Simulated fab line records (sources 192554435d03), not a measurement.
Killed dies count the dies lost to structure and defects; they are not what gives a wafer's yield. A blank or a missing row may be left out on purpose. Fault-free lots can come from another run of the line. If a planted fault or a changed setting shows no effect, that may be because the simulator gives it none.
fab line records	flow n5_finfet
[record] lots = 9	wafers = 25	last_day = 17
route steps=1938 shown BEOL_M1@773 BEOL_M4@1111 PASSIVATION@1936
lots that met no fault: from a run of the same line without faults
start_h: start of the lot's first displayed wafer, in hours after the record's first day	wait_h: how many hours have passed since the lot's step before this one	" identical to the entry in the row above	L1.1+2: a row that stands for several wafers	- no value present, or no start provided	* or withheld: withheld	< > ~ a bound
route shown NAME@n: names a module that has steps shown in the file, with the first one's number in the route	usual: average and standard deviation across the fault-free wafers	same: alike in all rows	chamber/n: place in a boat	sites: the reading at each site	_std_site: standard deviation of those values	_edge_site: mean of outer sites minus mean of inner sites	radius_mm: for every site, how far away it sits from the centre of the wafer	mask NAME#n: copy n	behind: the most recent tool/chamber to have shaped the wafer	hold: reason for holding the lot/hours on hold/outcome of the hold	device: the n, p or np transistor that did not switch	end of line: the route-end tests of the same wafers	step lacking rows: just its recipe	killed: dies that structure and defects cost at the first sort, which is not the same as the wafer's yield	map: per-die view of a wafer (x killed, . not killed, _ where there is no die)
set.NAME: the setting that was run; set.NAME@STEP: the one run at that earlier step	model.NAME: the simulator's own value behind a step, which no gauge read
route steps across a sampled set of lots; one table per step, one row per wafer
services: from which hour (start_h, from the record's first day; less than 0 if before it) a tool's chamber was out of use, for how many hours, and why
[[steps]]
[step N5_BEOL_M1_STRIP_66]
[recipe] chemistry = CF4	resist = SiARC	power_w = 300	bias_power_w = 75	pressure_mtorr = 50	cf4_flow_sccm = 150	rf_frequency_hz = 6e+07
[usual] drypump_motor_current_A = 5.8/0.52	oes_product_au = 0.78/0.069	rf_vpp_V = 271.3/1.4	showerhead_plenum_p_Torr = 1.80/0.058	throttle_valve_pct = 13.58/0.24
lot.wafer	tool	chamber	start_h	wait_h	drypump_motor_current_A	oes_product_au	rf_hours_counter_h	rf_vpp_V	showerhead_plenum_p_Torr	throttle_valve_pct
L797.2	rie_diel-01	2	132.18	0.0	5.3	0.99	0	272.1	1.75	13.24
L797.3	"	1	"	"	5.5	0.86	58	271.4	1.82	13.10
L797.6	"	1	"	"	5.5	0.86	-	271.3	1.82	13.10
L801.1	rie_diel-05	1	150.25	0.0	5.8	0.75	143	270.2	1.71	13.70
L801.5	"	1	"	"	5.8	0.75	-	268.7	1.71	13.71
L801.6	"	2	"	"	5.2	0.74	-	270.8	1.80	13.47
L803.3	rie_diel-01	1	161.39	0.0	5.5	0.85	68	269.2	1.82	13.14
L803.4	"	0	"	"	6.7	0.85	53	272.8	1.88	13.38
L804.1	rie_diel-01	2	167.58	0.0	5.3	0.92	12	271.6	1.74	13.29
L804.3	"	0	"	"	6.7	0.85	56	272.2	1.88	13.42
L805.4	rie_diel-04	2	173.92	0.0	6.5	0.74	134	269.4	1.73	13.83
L805.5	"	1	"	"	5.6	0.76	-	271.7	1.80	13.48
L805.6	"	2	"	"	6.5	0.74	-	270.6	1.73	13.85
L808.2	rie_diel-05	1	195.70	0.0	5.7	0.74	157	269.1	1.71	13.74
L808.4	"	3	"	"	6.3	0.80	103	270.9	1.82	13.94
L808.6	"	1	"	"	5.7	0.74	-	268.8	1.71	13.74
L809.1	rie_diel-04	2	204.25	0.0	6.5	0.73	143	270.8	1.72	13.85
L809.3	"	1	"	"	5.6	0.76	121	271.9	1.79	13.50
L809.6	"	2	"	"	6.5	0.73	-	270.4	1.72	13.86
L810.1	rie_diel-05	1	209.85	0.0	5.8	0.73	160	269.8	1.71	13.74
L810.5	"	1	"	"	5.8	0.73	-	269.0	1.71	13.74
L810.6	"	0	"	"	5.7	0.78	-	274.5	1.90	13.40
L819.1	rie_diel-05	0	259.76	0.0	5.7	0.76	125	272.6	1.89	13.46
L819.3	"	3	"	"	6.3	0.78	120	271.1	1.82	13.96
L819.4	"	2	"	"	5.2	0.71	194	270.6	1.79	13.53
[step N5_BEOL_M1_HM_OPEN_17]
[recipe] chemistry = Cl2/BCl3	target_depth_a = 200	overetch_a = 60	target = TiN	mask_material = SOC	ion_energy_ev = 150	pressure_mtorr = 10	icp_w = 1000	bias_w = 126	Cl2_flow_sccm = 53.25	bcl3_flow_sccm = 21.75	Ar_flow_sccm = 25
[usual] bias_w = 126.0/0.36	drypump_motor_current_A = 5.61/0.26	mfc_ar_sccm = 25.00/0.083	oes_product_au = 0.61/0.059	throttle_valve_pct = 22.20/0.18
lot.wafer	tool	chamber	start_h	wait_h	bias_w	drypump_motor_current_A	mfc_ar_sccm	oes_product_au	rf_hours_counter_h	throttle_valve_pct
L797.2	rie_metal-02	0	132.22	0.0	126.0	5.57	25.05	0.68	31	22.16
L797.3	"	0	"	"	126.0	5.56	25.00	0.69	-	22.13
L797.6	"	0	"	"	126.2	5.59	24.93	0.69	-	22.16
L801.1	rie_metal-02	0	150.29	0.0	126.0	5.58	24.95	0.68	33	22.16
L801.5	"	1	"	"	126.3	5.53	25.03	0.54	-	22.01
L801.6	"	0	"	"	125.9	5.57	24.98	0.68	-	22.15
L803.3	rie_metal-01	0	161.46	0.1	126.1	5.99	24.92	0.60	-	22.20
L803.4	"	1	"	"	125.6	5.63	24.94	0.53	-	22.63
L804.1	rie_metal-02	1	167.62	0.0	126.2	5.53	24.89	0.54	108	22.01
L804.3	"	0	"	"	125.1	5.58	25.05	0.68	-	22.14
L805.4	rie_metal-03	0	173.99	0.1	125.2	5.72	25.10	0.64	-	22.12
L805.5	"	1	"	"	126.2	5.15	24.96	0.67	-	22.17
L805.6	"	0	"	"	125.5	5.75	25.16	0.64	-	22.12
L808.2	rie_metal-03	1	195.74	0.0	126.2	5.12	24.98	0.65	38	22.17
L808.4	"	1	"	"	125.7	5.14	24.98	0.65	-	22.16
L808.6	"	1	"	"	125.6	5.12	24.88	0.65	-	22.18
L809.1	rie_metal-03	1	204.29	0.0	125.7	5.14	24.92	0.66	39	22.17
L809.3	"	0	"	"	125.7	5.75	24.95	0.64	-	22.12
L809.6	"	1	"	"	125.8	5.15	24.89	0.66	-	22.16
L810.1	rie_metal-01	1	209.89	0.0	126.0	5.67	25.07	0.51	126	22.66
L810.5	"	1	"	"	126.1	5.66	25.06	0.51	-	22.66
L810.6	"	0	"	"	126.3	6.00	24.94	0.60	-	22.23
L819.1	rie_metal-03	0	259.80	0.0	126.2	5.75	24.77	0.63	62	22.13
L819.3	"	1	"	"	125.5	5.11	24.94	0.65	-	22.17
L819.4	"	0	"	"	126.6	5.73	24.83	0.62	-	22.16
[step N5_BEOL_M1_ALD_98]
[recipe] material = SiO2	target_thk_a = 25	temp_c = 100	ald_precursor_family = BDEAS	ald_co_reactant = O2-plasma	pulse_time_s = 1	co_reactant_pulse_time_s = 1	purge_time_s = 2	co_reactant_purge_time_s = 2	ald_cycles = 17	pressure_torr = 2
[usual] ald_cycles = 17/0	heater_power_w = 78/8.1	precursor_pulse_height_rel = 1.001/0.021
lot.wafer	tool	chamber	start_h	wait_h	ald_cycles	heater_power_w	precursor_pulse_height_rel
L797.2	ald_sin-02	1	132.98	0.1	17	76	1.014
L797.3	"	2	"	"	17	91	0.999
L797.6	"	0	"	"	17	81	1.003
L801.1	ald_sin-02	2	151.05	0.1	17	87	0.978
L801.5	"	3	"	"	17	75	1.023
L801.6	"	2	"	"	17	89	1.023
L803.3	ald_sin-02	2	162.53	0.3	17	89	1.036
L803.4	"	3	"	"	17	75	0.991
L804.1	ald_sin-02	3	168.51	0.1	17	75	0.999
L804.3	"	0	"	"	17	83	1.017
L805.4	ald_sin-03	0	174.93	0.3	17	87	0.976
L805.5	"	0	"	"	17	85	0.994
L805.6	"	3	"	"	17	73	0.968
L808.2	ald_sin-02	0	196.50	0.1	8	84	1.004
L808.4	"	3	"	"	8	74	0.995
L808.6	"	1	"	"	17	74	1.007
L809.1	ald_sin-01	3	205.55	0.3	17	80	1.047
L809.3	"	0	"	"	17	77	1.005
L809.6	"	0	"	"	17	78	0.992
L810.1	ald_sin-02	3	210.77	0.1	8	75	0.972
L810.5	"	0	"	"	17	84	0.984
L810.6	"	1	"	"	17	74	0.993
L819.1	ald_sin-03	0	260.74	0.1	17	84	1.012
L819.3	"	2	"	"	17	61	0.959
L819.4	"	3	"	"	17	69	0.983
[step N5_BEOL_M1_STRIP_97]
[recipe] chemistry = N2/H2	time_s = 10	power_w = 450	temp_c = 40	pressure_mtorr = 20	rf_frequency_hz = 6e+07	bias_power_w = 7	n2_flow_sccm = 200	h2_flow_sccm = 200
[usual] drypump_motor_current_A = 5.8/0.54	oes_product_au = 0.82/0.074	rf_vpp_V = 59.3/0.84	showerhead_plenum_p_Torr = 2.57/0.084	temp_c = 39.98/0.11	throttle_valve_pct = 23.69/0.25
lot.wafer	tool	chamber	start_h	wait_h	drypump_motor_current_A	oes_product_au	rf_hours_counter_h	rf_vpp_V	showerhead_plenum_p_Torr	temp_c	throttle_valve_pct
L797.2	rie_diel-01	1	-	-	5.5	0.88	59	59.2	2.59	39.79	23.30
L797.3	"	0	"	"	6.7	0.88	44	59.4	2.71	39.84	23.66
L797.6	"	0	"	"	6.7	0.89	-	60.2	2.71	39.98	23.65
L801.1	rie_diel-04	2	-	-	6.4	0.76	128	59.2	2.45	39.95	24.01
L801.5	"	1	"	"	5.6	0.79	-	57.5	2.57	39.98	24.02
L801.6	"	0	"	"	6.5	0.71	-	59.7	2.63	39.94	23.91
L803.3	rie_diel-01	2	-	-	5.3	0.93	11	58.9	2.48	40.21	23.57
L803.4	"	1	"	"	5.5	0.87	68	59.3	2.58	39.76	23.30
L804.1	rie_diel-01	3	-	-	5.2	0.86	48	59.2	2.57	40.00	23.83
L804.3	"	0	"	"	6.8	0.87	56	60.3	2.71	39.74	23.65
L805.4	rie_diel-04	1	-	-	5.6	0.78	116	59.1	2.57	39.91	24.03
L805.5	"	3	"	"	5.4	0.67	-	58.6	2.60	39.95	23.69
L805.6	"	0	"	"	6.5	0.70	-	57.9	2.63	39.83	23.92
L808.2	rie_diel-05	2	-	-	5.2	0.74	177	58.5	2.53	40.00	23.69
L808.4	"	1	"	"	5.8	0.73	158	58.6	2.43	40.02	24.02
L808.6	"	3	"	"	6.3	0.79	-	58.9	2.54	39.96	24.09
L809.1	rie_diel-05	2	-	-	5.2	0.74	179	57.7	2.53	40.01	23.69
L809.3	"	1	"	"	5.8	0.73	160	59.9	2.43	39.98	24.03
L809.6	"	2	"	"	5.2	0.74	-	59.4	2.53	40.26	23.70
L810.1	rie_diel-01	0	-	-	6.7	0.85	65	60.4	2.70	40.02	23.67
L810.5	"	2	"	"	5.4	0.91	-	59.4	2.48	40.08	23.60
L810.6	"	1	"	"	5.5	0.86	-	59.3	2.58	39.94	23.31
L819.1	rie_diel-01	2	-	-	5.4	0.90	36	58.8	2.47	40.10	23.61
L819.3	"	1	"	"	5.5	0.84	92	58.6	2.57	39.90	23.34
L819.4	"	0	"	"	6.7	0.83	78	59.5	2.70	39.89	23.69
[step N5_BEOL_M4_RC_MEAS_101]
[usual] CHAIN_V0 = 238/10	CHAIN_V0_max_site = 246/11	DIBL_N = 36.3/1.6	DIBL_P = 36.2/2	IOFF_N = 0.160/0.028	IOFF_P = 0.21/0.036	ION_N = 677/11	ION_P = 465/6.9	SS_N = 71.5/0.55	SS_P = 73.3/0.64	VT_N = 250/3	VT_P = -250/3.5
lot.wafer	tool	chamber	start_h	wait_h	CHAIN_V0[ohm/link]	CHAIN_V0_max_site[ohm/link]	DIBL_N[mV/V]	DIBL_P[mV/V]	IOFF_N[nA/um]	IOFF_P[nA/um]	ION_N[uA/um]	ION_P[uA/um]	SS_N[mV/dec]	SS_P[mV/dec]	VT_N[mV]	VT_P[mV]
L797.2	prober-02	0	168.04	0.2	230	237	35.3	35.1	0.145	0.20	682	464	70.8	72.4	250	-248
L797.3	"	0	"	"	220	227	36.1	35.6	0.159	0.21	679	471	70.7	72.5	248	-247
L797.6	"	0	"	"	222	240	36.5	36.0	0.167	0.22	675	462	70.7	72.9	249	-251
L801.1	prober-02	0	202.72	0.0	243	250	37.8	37.0	0.155	0.22	679	473	71.5	73.6	251	-249
L801.5	"	0	"	"	238	245	38.3	36.7	0.152	0.22	662	469	71.8	73.4	253	-248
L801.6	"	0	"	"	250	260	40.5	40.7	0.222	0.30	699	477	72.4	74.5	246	-244
L803.3	prober-01	0	209.69	0.3	234	236	37.7	40.4	0.219	0.27	702	478	71.6	74.7	243	-248
L803.4	"	0	"	"	237	253	35.0	36.8	0.160	0.20	675	459	71.2	72.7	250	-252
L804.1	prober-01	0	222.86	0.0	227	234	34.8	33.0	0.131	0.20	651	456	71.4	72.0	253	-250
L804.3	"	0	"	"	242	250	36.5	35.5	0.164	0.24	671	465	71.7	73.1	249	-245
L805.4	prober-01	0	231.14	0.5	233	241	37.8	38.9	0.187	0.29	684	478	71.4	73.6	246	-243
L805.5	"	0	"	"	238	244	38.0	39.1	0.190	0.29	688	479	72.1	73.4	248	-243
L805.6	"	0	"	"	235	240	37.6	38.2	0.177	0.27	673	469	71.1	73.6	248	-244
L808.2	prober-02	0	240.42	0.2	209	214	37.0	34.4	0.143	0.18	663	460	71.6	73.0	253	-253
L808.4	"	0	"	"	203	209	35.0	33.2	0.127	0.17	668	463	70.7	72.5	253	-256
L808.6	"	0	"	"	240	247	35.2	32.7	0.130	0.16	673	459	71.0	72.9	254	-257
L809.1	prober-01	0	242.18	0.0	244	251	37.0	36.9	0.165	0.19	680	460	72.2	73.3	249	-254
L809.3	"	0	"	"	247	263	36.2	37.5	0.169	0.20	685	469	71.6	73.2	251	-252
L809.6	"	0	"	"	248	254	37.1	37.5	0.171	0.20	691	471	72.1	74.1	249	-256
L810.1	prober-01	0	245.65	0.0	213	216	37.1	37.1	0.172	0.22	685	467	71.9	73.7	251	-254
L810.5	"	0	"	"	251	256	36.4	36.7	0.171	0.21	678	462	72.1	73.8	249	-251
L810.6	"	0	"	"	247	250	37.3	37.1	0.188	0.21	676	463	71.7	73.6	249	-252
L819.1	prober-02	0	309.49	0.0	238	243	36.5	36.4	0.155	0.19	671	453	72.0	73.5	250	-254
L819.3	"	0	"	"	237	245	35.6	35.2	0.144	0.16	678	456	71.4	73.4	251	-257
L819.4	"	0	"	"	236	243	36.0	35.8	0.139	0.17	670	452	71.6	73.5	249	-253
// sites CHAIN_V0 radius_mm=0,75,75,75,75,140,140,140,140
L797.2 223 233 230 229 237 221 234 226 232
L801.1 240 250 241 240 247 243 243 242 247
L803.3 223 235 234 227 236 225 235 231 235
L804.1 229 227 234 229 227 227 218 225 216
L805.4 235 237 231 235 233 241 220 223 223
L808.2 207 201 209 203 214 212 207 212 209
L809.1 247 244 251 248 247 236 235 236 234
L810.1 214 216 215 213 215 207 196 204 208
L819.1 242 235 234 239 242 238 231 243 236
[step N5_PASSIVATION_PROBE_49]
[usual] defect_limited_yield = 91.2/1.5	killed_at_M0_to_M3 = 36/10	killed_at_M4_up = 13/6	killed_at_contacts = 11/5.2	killed_at_front_end = 40/11	killed_at_other = 3.1/2.9	killed_dies = 104/17	killed_on_rim = 14/3.6	killed_open = 66/12	killed_short = 34/7.7	sort_bin_5_function = 5.1/0.91	sort_bin_6_memory = 3.2/0.67	sort_bin_8_speed = 0.00/0.0074	sort_n_pass = 1076/17
[same] gross_dies = 1180	killed_at_back_side = 0	sort_bin_4_leakage[%] = 0
lot.wafer	tool	chamber	start_h	wait_h	defect_limited_yield[%]	killed_at_M0_to_M3	killed_at_M4_up	killed_at_contacts	killed_at_front_end	killed_at_other	killed_dies	killed_on_rim	killed_open	killed_short	sort_bin_5_function[%]	sort_bin_6_memory[%]	sort_bin_8_speed[%]	sort_n_pass
L797.2	prober-01	-	272.63	0.1	88.9	26	21	14	61	9	131	14	85	36	6.3	3.6	0	1049
L797.3	prober-01	-	272.68	0.1	88.7	56	14	13	44	6	133	21	70	54	5.8	4.4	0	1047
L797.6	prober-01	-	272.83	0.3	92.8	18	7	19	39	2	85	11	42	34	3.3	2.7	0	1095
L801.1	prober-02	-	306.24	0.0	89.6	40	17	5	53	8	123	16	59	47	5.3	3.9	0	1057
L801.5	prober-02	-	306.44	0.2	88.0	43	17	4	74	4	142	16	94	38	6.9	4.3	0	1038
L801.6	prober-02	-	306.49	0.3	89.3	65	7	7	46	1	126	14	69	53	6.1	4.3	0	1054
L803.3	prober-01	-	310.75	0.1	89.7	35	11	21	50	5	122	15	77	42	5.6	4.2	0	1058
L803.4	prober-01	-	310.80	0.2	91.9	43	7	16	26	4	96	12	60	34	4.8	3.0	0	1084
L804.1	prober-02	-	327.20	0.1	91.4	35	17	12	34	4	102	15	64	35	4.7	3.6	0	1078
L804.3	prober-02	-	327.30	0.2	91.9	38	10	7	38	2	95	18	58	35	4.7	3.1	0	1085
L805.4	prober-02	-	348.82	0.2	90.7	41	8	8	52	1	110	16	63	46	6.0	2.9	0	1070
L805.5	prober-02	-	348.87	0.2	91.0	34	15	16	35	6	106	15	61	33	4.9	3.3	0	1074
L805.6	prober-02	-	348.92	0.3	91.4	45	18	9	25	5	102	12	73	28	5.0	3.4	0	1078
L808.2	prober-02	-	349.36	0.1	70.7	253	23	12	53	5	346	17	86	48	6.9	4.5	0	834
L808.4	prober-02	-	349.46	0.2	73.3	264	11	5	33	2	315	96	57	30	4.4	2.7	0	865
L808.6	prober-02	-	349.56	0.3	90.7	37	12	11	44	6	110	21	64	43	6.4	2.5	0	1070
L809.1	prober-02	-	352.91	0.7	91.5	35	13	17	34	1	100	13	68	32	5.1	3.3	0	1080
L809.3	prober-02	-	353.01	0.8	92.8	38	10	6	30	1	85	9	63	20	4.7	2.4	0	1095
L809.6	prober-02	-	353.16	0.9	90.9	29	18	11	45	4	107	9	72	35	5.7	3.3	0	1073
L810.1	prober-02	-	355.48	0.0	76.2	232	11	7	31	0	281	27	53	21	4.2	1.9	0.17	899
L810.5	prober-02	-	355.68	0.2	92.4	34	12	10	34	0	90	14	60	29	4.7	2.6	0	1090
L810.6	prober-02	-	355.73	0.3	90.5	37	14	15	46	0	112	11	71	41	5.8	3.6	0	1068
L819.1	prober-01	-	417.80	0.0	92.0	37	13	11	27	6	94	12	55	33	5.3	2.5	0	1086
L819.3	prober-01	-	417.90	0.1	90.2	55	12	9	34	6	116	14	72	41	6.2	3.5	0	1064
L819.4	prober-01	-	417.95	0.2	90.9	44	12	13	32	6	107	12	65	31	5.0	3.4	0	1073
// killed by level:class
L797.2 FIN_SAQP:geometric_particle:open=22 MOL_CONTACT_COAG:geometric_particle:open=12 HKMG_FIN:area_etch=9 BEOL_M0_SAQP:geometric_particle:open=6 BEOL_M1:geometric_particle:short=6 DUMMY_GATE:geometric_particle:open=5 PAD_METAL:geometric_particle:open=5 BEOL_M1:geometric_particle:open=4
L797.3 BEOL_M0_SAQP:geometric_particle:open=16 BEOL_M0_SAQP:geometric_particle:short=13 GATE_CUT:geometric_particle:short=10 MOL_CONTACT_COAG:geometric_particle:open=9 BEOL_M2:geometric_particle:open=9 HKMG_FIN:area_etch=9 BEOL_M1:geometric_particle:short=7 FIN_SAQP:geometric_particle:open=6
L797.6 MOL_CONTACT_COAG:geometric_particle:open=11 HKMG_FIN:area_etch=8 MOL_CONTACT_COAG:geometric_particle:short=7 BEOL_M0_SAQP:geometric_particle:short=6 BEOL_M0_SAQP:geometric_particle:open=6 FIN_SAQP:geometric_particle:open=5 STI_FIN_REVEAL:geometric_particle:open=5 GATE_CUT:geometric_particle:short=4
L801.1 BEOL_M0_SAQP:geometric_particle:open=14 BEOL_M0_SAQP:geometric_particle:short=14 HKMG_FIN:area_etch=9 GATE_CUT:geometric_particle:short=8 FIN_SAQP:geometric_particle:short=7 FIN_SAQP:geometric_particle:open=6 GATE_CUT:geometric_particle:open=6 BEOL_M4:geometric_particle:open=5
L801.5 FIN_SAQP:geometric_particle:open=27 BEOL_M0:geometric_particle:open=12 FIN_SAQP:geometric_particle:short=10 GATE_CUT:geometric_particle:open=8 BEOL_M0_SAQP:geometric_particle:open=8 BEOL_M3:geometric_particle:open=8 HKMG_FIN:area_etch=8 BEOL_M0_SAQP:geometric_particle:short=6
L801.6 BEOL_M0_SAQP:geometric_particle:open=26 BEOL_M0_SAQP:geometric_particle:short=23 FIN_SAQP:geometric_particle:short=9 FIN_SAQP:geometric_particle:open=7 DUMMY_GATE:geometric_particle:open=5 MOL_CONTACT_COAG:geometric_particle:open=5 STARTING-WAFER:geometric_particle:open=4 BEOL_M0:geometric_particle:open=4
L803.3 FIN_SAQP:geometric_particle:short=25 MOL_CONTACT_COAG:geometric_particle:open=15 BEOL_M1:geometric_particle:open=12 FIN_SAQP:geometric_particle:open=7 STI_FIN_REVEAL:geometric_particle:open=7 BEOL_M3:geometric_particle:open=6 BEOL_M2:geometric_particle:open=5 MOL_CONTACT_COAG:geometric_particle:short=5
L803.4 MOL_CONTACT_COAG:geometric_particle:open=13 BEOL_M0_SAQP:geometric_particle:short=12 BEOL_M0_SAQP:geometric_particle:open=12 GATE_CUT:geometric_particle:open=7 BEOL_M3:geometric_particle:open=7 BEOL_M1:geometric_particle:short=5 FIN_SAQP:geometric_particle:open=4 DUMMY_GATE:geometric_particle:open=3
L804.1 STI_FIN_REVEAL:geometric_particle:open=16 MOL_CONTACT_COAG:geometric_particle:open=10 BEOL_M0_SAQP:geometric_particle:short=9 BEOL_M1:geometric_particle:open=7 BEOL_M0_SAQP:geometric_particle:open=5 BEOL_M2:geometric_particle:open=5 BEOL_M4:geometric_particle:open=5 BEOL_M1:geometric_particle:short=4
L804.3 BEOL_M0_SAQP:geometric_particle:open=11 ILD0:geometric_particle:open=9 BEOL_M1:geometric_particle:open=9 BEOL_M0_SAQP:geometric_particle:short=7 DUMMY_GATE:geometric_particle:open=5 ILD0:geometric_particle:short=5 MOL_CONTACT_COAG:geometric_particle:open=5 BEOL_M2:geometric_particle:short=5
L805.4 FIN_SAQP:geometric_particle:short=17 FIN_SAQP:geometric_particle:open=14 BEOL_M0_SAQP:geometric_particle:short=11 BEOL_M0_SAQP:geometric_particle:open=9 BEOL_M2:geometric_particle:open=8 MOL_CONTACT_COAG:geometric_particle:open=7 BEOL_M1:geometric_particle:open=7 STARTING-WAFER:geometric_particle:short=6
L805.5 MOL_CONTACT_COAG:geometric_particle:open=14 BEOL_M0_SAQP:geometric_particle:short=10 BEOL_M3:geometric_particle:open=8 FIN_SAQP:geometric_particle:short=7 BEOL_M1:geometric_particle:open=7 BEOL_M0_SAQP:geometric_particle:open=7 HKMG_FIN:area_etch=7 FIN_SAQP:geometric_particle:open=4
L805.6 BEOL_M0_SAQP:geometric_particle:open=12 BEOL_M0_SAQP:geometric_particle:short=10 BEOL_M3:geometric_particle:open=10 BEOL_M4:geometric_particle:open=10 FIN_SAQP:geometric_particle:open=7 MOL_CONTACT_COAG:geometric_particle:open=6 STI_FIN_REVEAL:geometric_particle:open=5 BEOL_M1:geometric_particle:open=4
L808.2 BEOL_M1:area_etchback=210 BEOL_M0_SAQP:geometric_particle:open=14 FIN_SAQP:geometric_particle:short=12 FIN_SAQP:geometric_particle:open=12 BEOL_M0_SAQP:geometric_particle:short=11 STI_FIN_REVEAL:geometric_particle:open=10 MOL_CONTACT_COAG:geometric_particle:open=10 BEOL_M4:geometric_particle:open=9
L808.4 BEOL_M1:area_etchback=226 BEOL_M0_SAQP:geometric_particle:short=9 STI_FIN_REVEAL:geometric_particle:open=8 BEOL_M3:geometric_particle:open=7 FIN_SAQP:geometric_particle:short=6 BEOL_M0_SAQP:geometric_particle:open=6 BEOL_M1:geometric_particle:open=6 FIN_SAQP:geometric_particle:open=5
L808.6 FIN_SAQP:geometric_particle:open=11 FIN_SAQP:geometric_particle:short=11 BEOL_M2:geometric_particle:open=11 MOL_CONTACT_COAG:geometric_particle:open=10 BEOL_M0_SAQP:geometric_particle:short=8 BEOL_M3:geometric_particle:open=7 GATE_CUT:geometric_particle:short=6 MIM_TOP:geometric_particle:short=6
L809.1 MOL_CONTACT_COAG:geometric_particle:open=14 BEOL_M3:geometric_particle:open=11 BEOL_M2:geometric_particle:open=9 FIN_SAQP:geometric_particle:short=7 FIN_SAQP:geometric_particle:open=6 BEOL_M0:geometric_particle:open=5 STARTING-WAFER:geometric_particle:open=5 DUMMY_GATE:geometric_particle:open=4
L809.3 BEOL_M3:geometric_particle:open=12 BEOL_M0_SAQP:geometric_particle:open=8 STI_FIN_REVEAL:geometric_particle:open=6 MOL_CONTACT_COAG:geometric_particle:open=6 FIN_SAQP:geometric_particle:open=5 DUMMY_GATE:geometric_particle:open=5 BEOL_M2:geometric_particle:open=5 SPACER0:geometric_particle:open=4
L809.6 FIN_SAQP:geometric_particle:open=12 MOL_CONTACT_COAG:geometric_particle:open=9 BEOL_M3:geometric_particle:open=9 BEOL_M5:geometric_particle:open=7 FIN_SAQP:geometric_particle:short=6 DUMMY_GATE:geometric_particle:open=6 BEOL_M4:geometric_particle:open=6 GATE_CUT:geometric_particle:short=5
L810.1 BEOL_M1:area_etchback=204 STARTING-WAFER:geometric_particle:short=8 FIN_SAQP:geometric_particle:open=7 MOL_CONTACT_COAG:geometric_particle:open=7 STI_FIN_REVEAL:geometric_particle:open=5 BEOL_M0_SAQP:geometric_particle:open=5 BEOL_M4:geometric_particle:open=5 BEOL_M2:geometric_particle:open=4
L810.5 BEOL_M0_SAQP:geometric_particle:open=10 FIN_SAQP:geometric_particle:open=9 MOL_CONTACT_COAG:geometric_particle:open=9 FIN_SAQP:geometric_particle:short=8 BEOL_M2:geometric_particle:short=6 BEOL_M4:geometric_particle:open=6 BEOL_M0_SAQP:geometric_particle:short=5 BEOL_M0:geometric_particle:open=5
L810.6 STI_FIN_REVEAL:geometric_particle:open=11 FIN_SAQP:geometric_particle:short=10 MOL_CONTACT_COAG:geometric_particle:open=9 BEOL_M2:geometric_particle:open=8 DUMMY_GATE:geometric_particle:open=7 BEOL_M1:geometric_particle:open=7 BEOL_M0_SAQP:geometric_particle:open=6 MOL_CONTACT_COAG:geometric_particle:short=6
L819.1 BEOL_M0_SAQP:geometric_particle:short=12 MOL_CONTACT_COAG:geometric_particle:open=9 BEOL_M0_SAQP:geometric_particle:open=9 STI_FIN_REVEAL:geometric_particle:open=6 BEOL_M3:geometric_particle:open=5 STARTING-WAFER:geometric_particle:open=4 FIN_SAQP:geometric_particle:short=3 SPACER0:geometric_particle:short=3
L819.3 BEOL_M0_SAQP:geometric_particle:short=23 BEOL_M0_SAQP:geometric_particle:open=17 FIN_SAQP:geometric_particle:open=9 MOL_CONTACT_COAG:geometric_particle:open=8 STI_FIN_REVEAL:geometric_particle:open=6 BEOL_M4:geometric_particle:open=6 FIN_SAQP:geometric_particle:short=5 BEOL_M2:geometric_particle:open=4
L819.4 BEOL_M0_SAQP:geometric_particle:open=12 MOL_CONTACT_COAG:geometric_particle:open=10 BEOL_M0_SAQP:geometric_particle:short=10 BEOL_M3:geometric_particle:open=8 FIN_SAQP:geometric_particle:short=6 FIN_SAQP:geometric_particle:open=6 BEOL_M4:geometric_particle:open=6 HKMG_FIN:area_etch=6
[[services]]
tool	chamber	start_h	hours	kind
rie_diel-01	3	108.65	45.3	repair
rie_metal-01	-	117.96	0.2	repair
rie_diel-05	0	121.56	1.7	repair
ald_sin-01	-	155.04	6.0	pm
rie_metal-03	1	155.58	8.0	repair
ald_sin-03	-	176.90	14.0	pm
ald_sin-03	0	176.90	14.0	vent_cycle
rie_metal-01	1	186.18	2.5	repair
rie_diel-01	-	187.24	4.3	pm
ald_sin-02	2	194.87	14.8	repair
ald_sin-01	0	198.51	5.1	repair
ald_sin-03	-	201.27	2.8	pm
rie_diel-04	3	202.30	-	clean
rie_diel-04	3	202.30	-	consumable_replace:focus_ring
rie_diel-04	3	202.30	28.8	scheduled_down
rie_diel-04	3	202.30	28.8	vent_cycle
ald_sin-01	-	204.82	0.7	repair
rie_diel-01	-	206.39	0.5	repair
rie_diel-04	0	239.05	-	clean
rie_diel-04	0	239.05	-	consumable_replace:focus_ring
rie_diel-04	0	239.05	24.7	scheduled_down
rie_diel-04	0	239.05	24.7	vent_cycle
rie_metal-03	-	239.70	0.5	repair
rie_metal-01	-	255.61	1.0	repair
[[key]]
[first_sign] step = N5_BEOL_M1_ALD_98	reading = ald_cycles	direction = down	sigmas = 99+	usual = *	struck = *
[effect] step = N5_BEOL_M4_RC_MEAS_101	reading = CHAIN_V0	direction = down	sigmas = 2.8	usual = 238	struck = 208
[effect] step = N5_BEOL_M4_RC_MEAS_101	reading = CHAIN_V0_max_site	direction = down	sigmas = 3	usual = 246	struck = 213
[effect] step = N5_PASSIVATION_PROBE_49	reading = killed_at_M0_to_M3	direction = up	sigmas = 21	usual = 36	struck = 250
[more_kills_born_at] N5_BEOL_M1_ETCHBACK_99@rie_diel-05 = 436	N5_BEOL_M1_ETCHBACK_99@rie_diel-01 = 204
met_at N5_BEOL_M1_ALD_98
struck_lots L808,L810
struck_wafers L808.2,L808.4,L810.1
not_acting_at N5_BEOL_M1_STRIP_66,N5_BEOL_M1_HM_OPEN_17,N5_BEOL_M1_STRIP_97
onset_between 168.51 196.50
[fault] kind = process_parameter_drift	tool = ald_sin-02	chamber = -	onset_h = 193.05	steps = N5_BEOL_M1_ALD_98	channel = ald_cycles	offset = *	shape = step	end_h = 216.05	scope = struck_wafers_only	acts_in = *	stated = *
